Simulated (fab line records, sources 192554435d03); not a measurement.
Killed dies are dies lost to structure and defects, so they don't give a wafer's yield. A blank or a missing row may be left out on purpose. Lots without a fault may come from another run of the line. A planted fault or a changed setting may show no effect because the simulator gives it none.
Which tool did it? | flow n5_finfet | 24 lots, 72 wafers sampled, at 6 steps of a route of 1938

WHAT THE GAUGES READ, wafer by wafer
N5_BEOL_M9_THK_MEAS_53: measures by xrf. Usual: M9_THK 142 nm, standard deviation 3.
lot  | measured     | on            | M9_THK (nm) | flag
L075 | day 9 14:28  | film_metro-01 | 142 140 143 |
L074 | day 9 14:55  | film_metro-02 | 146 144 144 |
L076 | day 10 06:34 | film_metro-02 | 136 141 137 |
L077 | day 10 14:37 | film_metro-01 | 142 142 142 |
L078 | day 10 14:53 | film_metro-02 | 143 144 144 |
L079 | day 10 16:37 | film_metro-02 | 141 140 137 |
L080 | day 11 05:23 | film_metro-01 | 147 146 147 |
L081 | day 11 13:28 | film_metro-01 | 144 145 141 |
L083 | day 11 16:35 | film_metro-02 | 144 140 141 |
L082 | day 11 22:23 | film_metro-01 | 141 137 143 |
L084 | day 12 00:15 | film_metro-02 | 139 140 137 |
L086 | day 12 22:32 | film_metro-02 | 145 142 145 |
L085 | day 13 03:31 | film_metro-01 | 145 147 147 |
L087 | day 13 03:48 | film_metro-02 | 143 141 146 |
L089 | day 14 02:11 | film_metro-02 | 144 140 143 |
L088 | day 14 02:44 | film_metro-02 | 141 141 144 |
L090 | day 14 08:38 | film_metro-02 | 137 145 137 |
L091 | day 14 12:49 | film_metro-02 | 143 142 139 |
L093 | day 14 19:13 | film_metro-02 | 142 143 144 |
L092 | day 15 06:58 | film_metro-01 | 142 142 143 |
L094 | day 15 11:28 | film_metro-02 | 145 145 144 |
L095 | day 15 23:36 | film_metro-01 | 145 144 145 |
L096 | day 16 04:43 | film_metro-01 | 137 137 138 |
L097 | day 16 19:55 | film_metro-02 | 145 146 140 |

N5_BEOL_M11_THK_MEAS_01. Usual: M11_ILD_THK 268 nm, standard deviation 4.4.
lot  | measured     | on            | M11_ILD_THK (nm) | flag
L075 | day 10 00:59 | film_metro-01 | 266 267 266      |
L074 | day 9 23:32  | film_metro-02 | 265 272 280      |
L076 | day 10 15:17 | film_metro-02 | 260 271 266      |
L077 | day 10 22:29 | film_metro-01 | 269 271 276      |
L078 | day 10 23:17 | film_metro-02 | 263 268 273      |
L079 | day 11 01:34 | film_metro-01 | 257 265 265      |
L080 | day 11 14:35 | film_metro-01 | 266 267 272      |
L081 | day 12 01:08 | film_metro-02 | 267 263 264      |
L083 | day 12 02:06 | film_metro-01 | 262 266 272      |
L082 | day 12 09:34 | film_metro-01 | 268 270 273      |
L084 | day 12 10:22 | film_metro-01 | 267 264 273      |
L086 | day 13 08:29 | film_metro-01 | 266 269 273      |
L085 | day 13 12:05 | film_metro-02 | 266 273 268      |
L087 | day 13 12:28 | film_metro-02 | 265 268 270      |
L089 | day 14 14:10 | film_metro-02 | 271 261 271      |
L088 | day 14 13:41 | film_metro-02 | 265 273 277      |
L090 | day 14 18:34 | film_metro-01 | 261 271 274      |
L091 | day 15 00:27 | film_metro-02 | 266 271 266      |
L093 | day 15 05:16 | film_metro-01 | 264 268 265      |
L092 | day 15 20:59 | film_metro-02 | 264 261 265      |
L094 | day 15 21:59 | film_metro-02 | 264 264 266      |
L095 | day 16 07:40 | film_metro-01 | 274 277 272      |
L096 | day 16 14:48 | film_metro-02 | 263 274 265      |
L097 | day 17 03:40 | film_metro-01 | 265 269 272      |

WHICH TOOL RAN EACH LOT (tool, then ch and the chambers of the sampled wafers, then the start)
lot  | N5_BEOL_M9_PRE_CLEAN_45      | N5_BEOL_M9_SURFACE_TREAT_79  | N5_BEOL_M10_STRIP_77                          | N5_BEOL_M10_SURFACE_TREAT_76
L075 | pvd_sputter-01, day 9 12:55  | pvd_sputter-01, day 9 13:27  | rie_diel-04 ch 1,2,3, day 9 22:24 or earlier  | pvd_sputter-03, day 9 22:24
L074 | pvd_sputter-03, day 9 13:04  | pvd_sputter-03, day 9 13:36  | rie_diel-06 ch 1,2,3, day 9 21:44 or earlier  | pvd_sputter-03, day 9 21:44
L076 | pvd_sputter-01, day 10 04:35 | pvd_sputter-02, day 10 05:06 | rie_diel-04 ch 1,3, day 10 13:13 or earlier   | pvd_sputter-03, day 10 13:13
L077 | pvd_sputter-01, day 10 12:48 | pvd_sputter-03, day 10 13:17 | rie_diel-06 ch 2,3, day 10 19:49 or earlier   | pvd_sputter-01, day 10 19:49
L078 | pvd_sputter-01, day 10 12:53 | pvd_sputter-03, day 10 13:20 | rie_diel-06 ch 0,2,3, day 10 21:29 or earlier | pvd_sputter-01, day 10 21:29
L079 | pvd_sputter-03, day 10 15:02 | pvd_sputter-01, day 10 15:29 | rie_diel-06 ch 0,2,3, day 10 22:52 or earlier | pvd_sputter-01, day 10 22:52
L080 | pvd_sputter-01, day 11 03:45 | pvd_sputter-01, day 11 04:07 | rie_diel-04 ch 2,3, day 11 12:36 or earlier   | pvd_sputter-03, day 11 12:36
L081 | pvd_sputter-01, day 11 11:56 | pvd_sputter-03, day 11 12:23 | rie_diel-05 ch 0,2,3, day 11 21:46 or earlier | pvd_sputter-01, day 11 21:46
L083 | pvd_sputter-03, day 11 13:38 | pvd_sputter-01, day 11 15:13 | rie_diel-06 ch 0,2,3, day 11 22:32 or earlier | pvd_sputter-01, day 11 22:32
L082 | pvd_sputter-01, day 11 19:11 | pvd_sputter-01, day 11 21:07 | rie_diel-06 ch 0,2, day 12 07:23 or earlier   | pvd_sputter-01, day 12 07:23
L084 | pvd_sputter-01, day 11 21:51 | pvd_sputter-01, day 11 22:16 | rie_diel-04 ch 1,2,3, day 12 07:52 or earlier | pvd_sputter-01, day 12 07:52
L086 | pvd_sputter-03, day 12 20:43 | pvd_sputter-03, day 12 21:08 | rie_diel-05 ch 1,3, day 13 05:05 or earlier   | pvd_sputter-01, day 13 05:05
L085 | pvd_sputter-02, day 13 01:37 | pvd_sputter-01, day 13 02:02 | rie_diel-05 ch 0,1, day 13 07:55 or earlier   | pvd_sputter-03, day 13 07:55
L087 | pvd_sputter-03, day 13 02:05 | pvd_sputter-01, day 13 02:35 | rie_diel-05 ch 0,1,3, day 13 10:03 or earlier | pvd_sputter-01, day 13 10:03
L089 | pvd_sputter-03, day 14 00:46 | pvd_sputter-01, day 14 01:09 | rie_diel-04 ch 0,2,3, day 14 11:46 or earlier | pvd_sputter-02, day 14 11:46
L088 | pvd_sputter-01, day 14 00:56 | pvd_sputter-01, day 14 01:27 | rie_diel-05 ch 1,2, day 14 09:57 or earlier   | pvd_sputter-01, day 14 09:57
L090 | pvd_sputter-01, day 14 06:31 | pvd_sputter-01, day 14 06:54 | rie_diel-04 ch 1,2,3, day 14 16:28 or earlier | pvd_sputter-01, day 14 16:28
L091 | pvd_sputter-01, day 14 09:49 | pvd_sputter-03, day 14 10:14 | rie_diel-04 ch 0,2,3, day 14 22:01 or earlier | pvd_sputter-01, day 14 22:01
L093 | pvd_sputter-03, day 14 17:43 | pvd_sputter-03, day 14 18:04 | rie_diel-06 ch 0,1, day 15 02:22 or earlier   | pvd_sputter-02, day 15 02:22
L092 | pvd_sputter-02, day 15 05:29 | pvd_sputter-03, day 15 05:52 | rie_diel-04 ch 0,2, day 15 18:38 or earlier   | pvd_sputter-02, day 15 18:38
L094 | pvd_sputter-01, day 15 09:44 | pvd_sputter-01, day 15 10:11 | rie_diel-05 ch 0,2, day 15 19:39 or earlier   | pvd_sputter-02, day 15 19:39
L095 | pvd_sputter-02, day 15 22:14 | pvd_sputter-02, day 15 22:35 | rie_diel-05 ch 0,1, day 16 05:38 or earlier   | pvd_sputter-01, day 16 05:38
L096 | pvd_sputter-02, day 16 03:03 | pvd_sputter-02, day 16 03:31 | rie_diel-04 ch 0,2, day 16 12:59 or earlier   | pvd_sputter-03, day 16 12:59
L097 | pvd_sputter-02, day 16 17:44 | pvd_sputter-02, day 16 18:18 | rie_diel-05 ch 2,3, day 17 01:20 or earlier   | pvd_sputter-02, day 17 01:20
- N5_BEOL_M9_PRE_CLEAN_45: time 30 s.
- N5_BEOL_M9_SURFACE_TREAT_79
- N5_BEOL_M10_STRIP_77: strips in N2/H2, time 10 s.
- N5_BEOL_M10_SURFACE_TREAT_76

WHAT THE TOOLS THEMSELVES READ (means of the sampled wafers that have a number; where no wafer has one, the mark that the record gives instead)
N5_BEOL_M9_PRE_CLEAN_45. Usual: heater_power_w 323 W, standard deviation 28.
lot  | tool           | heater_power_w (W) | flag
L075 | pvd_sputter-01 | 293                |
L074 | pvd_sputter-03 | 318                |
L076 | pvd_sputter-01 | 314                |
L077 | pvd_sputter-01 | 311                |
L078 | pvd_sputter-01 | 300                |
L079 | pvd_sputter-03 | 330                |
L080 | pvd_sputter-01 | 318                |
L081 | pvd_sputter-01 | 323                |
L083 | pvd_sputter-03 | 319                |
L082 | pvd_sputter-01 | 337                |
L084 | pvd_sputter-01 | 325                |
L086 | pvd_sputter-03 | 338                |
L085 | pvd_sputter-02 | 367                |
L087 | pvd_sputter-03 | 319                |
L089 | pvd_sputter-03 | 316                |
L088 | pvd_sputter-01 | 313                |
L090 | pvd_sputter-01 | 327                |
L091 | pvd_sputter-01 | 312                |
L093 | pvd_sputter-03 | 324                |
L092 | pvd_sputter-02 | 334                |
L094 | pvd_sputter-01 | 287                |
L095 | pvd_sputter-02 | 356                |
L096 | pvd_sputter-02 | 351                |
L097 | pvd_sputter-02 | 329                |

N5_BEOL_M10_STRIP_77. Usual: drypump_motor_current_A 5.8 A, standard deviation 0.44; oes_product_au 0.82 a.u., standard deviation 0.1; rf_vpp_V 59.1 V, standard deviation 0.93; showerhead_plenum_p_Torr 2.53 Torr, standard deviation 0.1; throttle_valve_pct 23.5 %, standard deviation 0.42.
lot  | tool        | drypump_motor_current_A (A) | oes_product_au (a.u.) | rf_vpp_V (V) | showerhead_plenum_p_Torr (Torr) | throttle_valve_pct (%) | flag
L075 | rie_diel-04 | 5.5                         | 0.75                  | 59.0         | 2.51                            | 23.3                   |
L074 | rie_diel-06 | 6.0                         | 0.74                  | 59.0         | 2.46                            | 23.8                   |
L076 | rie_diel-04 | 5.3                         | 0.74                  | 58.7         | 2.44                            | 23.0                   |
L077 | rie_diel-06 | 5.8                         | 0.73                  | 58.7         | 2.44                            | 23.9                   |
L078 | rie_diel-06 | 6.2                         | 0.81                  | 58.6         | 2.46                            | 23.7                   |
L079 | rie_diel-06 | 6.2                         | 0.81                  | 58.9         | 2.46                            | 23.7                   |
L080 | rie_diel-04 | 5.7                         | 0.74                  | 59.9         | 2.57                            | 23.7                   |
L081 | rie_diel-05 | 5.5                         | 0.86                  | 59.8         | 2.60                            | 23.6                   |
L083 | rie_diel-06 | 6.2                         | 0.80                  | 59.0         | 2.45                            | 23.7                   |
L082 | rie_diel-06 | 6.2                         | 0.83                  | 59.1         | 2.45                            | 23.6                   |
L084 | rie_diel-04 | 5.4                         | 0.73                  | 58.9         | 2.50                            | 23.3                   |
L086 | rie_diel-05 | 5.9                         | 0.85                  | 58.1         | 2.49                            | 23.9                   |
L085 | rie_diel-05 | 5.9                         | 0.85                  | 58.8         | 2.61                            | 23.3                   |
L087 | rie_diel-05 | 5.8                         | 0.88                  | 59.6         | 2.55                            | 23.7                   |
L089 | rie_diel-04 | 5.6                         | 0.79                  | 59.7         | 2.59                            | 23.5                   |
L088 | rie_diel-05 | 5.8                         | 0.85                  | 59.9         | 2.52                            | 23.5                   |
L090 | rie_diel-04 | 5.4                         | 0.72                  | 58.8         | 2.49                            | 23.4                   |
L091 | rie_diel-04 | 5.6                         | 0.79                  | 59.0         | 2.59                            | 23.5                   |
L093 | rie_diel-06 | 6.4                         | 0.87                  | 59.9         | 2.47                            | 23.4                   |
L092 | rie_diel-04 | 5.7                         | 0.81                  | 58.5         | 2.67                            | 23.7                   |
L094 | rie_diel-05 | 5.5                         | 0.87                  | 59.4         | 2.65                            | 23.1                   |
L095 | rie_diel-05 | 5.9                         | 0.81                  | 58.9         | 2.61                            | 23.3                   |
L096 | rie_diel-04 | 5.7                         | 0.73                  | 59.7         | 2.64                            | 23.9                   |
L097 | rie_diel-05 | 5.4                         | 0.89                  | 58.9         | 2.53                            | 23.9                   |

THE ANSWER, worked out from the rows above alone
Rule: a lot is off if the mean of its wafers that have a number lies more than 3 standard deviations from the usual mean. A lot without any number at a reading at which 4 lots or more have one is off too. The other lots that the step has rows for count as sound. The gauges are gone through in route order, then the tools' own readings, and for those a lot's mean is taken as printed above. The first step at which some lot is off is used, and at that step the reading that is off furthest; a lot without a number counts as furthest.
No lot is off at any reading shown: from this, nothing can be told.

WHAT THE SIMULATOR HAD PUT IN
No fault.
